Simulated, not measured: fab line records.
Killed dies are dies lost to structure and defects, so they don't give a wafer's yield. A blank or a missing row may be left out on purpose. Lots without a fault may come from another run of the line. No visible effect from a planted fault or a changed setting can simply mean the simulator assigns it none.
Chamber matching	flow n5_finfet	N5_MOL_CONTACT_COAG_ALD_123 on ald_sin-02 has 4 sister chambers
The step deposits SiNx, target thk 5 nm, pulse time 1 s, purge time 2 s. 8 wafers are shown with their chamber, then 7 later ones without.

== EACH WAFER AND ITS CHAMBER ==
wafer	chamber	heater_power_w (W)	precursor_pulse_height_rel
L075.5	0	929	0.981
L076.2	0	944	1.019
L079.6	3	742	0.970
L083.3	2	710	0.981
L083.4	1	698	1.019
L083.5	1	700	1.007
L084.1	3	737	1.029
L084.2	2	722	1.005

== WAFERS WITHOUT THEIR CHAMBER ==
wafer	heater_power_w (W)	precursor_pulse_height_rel
L084.4	951	0.998
L088.2	701	0.974
L088.5	745	0.975
L088.6	698	1.018
L094.1	711	0.998
L094.5	738	0.987
L094.6	957	0.968

== CHAMBER TAKEN BY EACH ==
wafer	from the rows above	in truth
L084.4	0	0
L088.2	can't be placed: 1 or 2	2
L088.5	3	3
L088.6	1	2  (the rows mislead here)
L094.1	can't be placed: 2 or 1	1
L094.5	3	3
L094.6	0	0
Placed correctly: 4 of 7. Not placeable from these rows: 2 (in 2, the candidates include the true chamber). Placed wrongly: 1.
How it was worked out, from the rows above alone: a wafer's distance from a chamber is the root of the sum, over the readings, of the square of ((its reading less the chamber's mean) divided by the reading's scatter). The wafer belongs to the nearest chamber; if the next one is less than 2 further off, it can't be placed. The mean given for a chamber averages the wafers shown for that chamber. The scatter: the root of (the sum of the squares of (reading less its chamber's mean) over the shown wafers, divided by (wafers less chambers)).
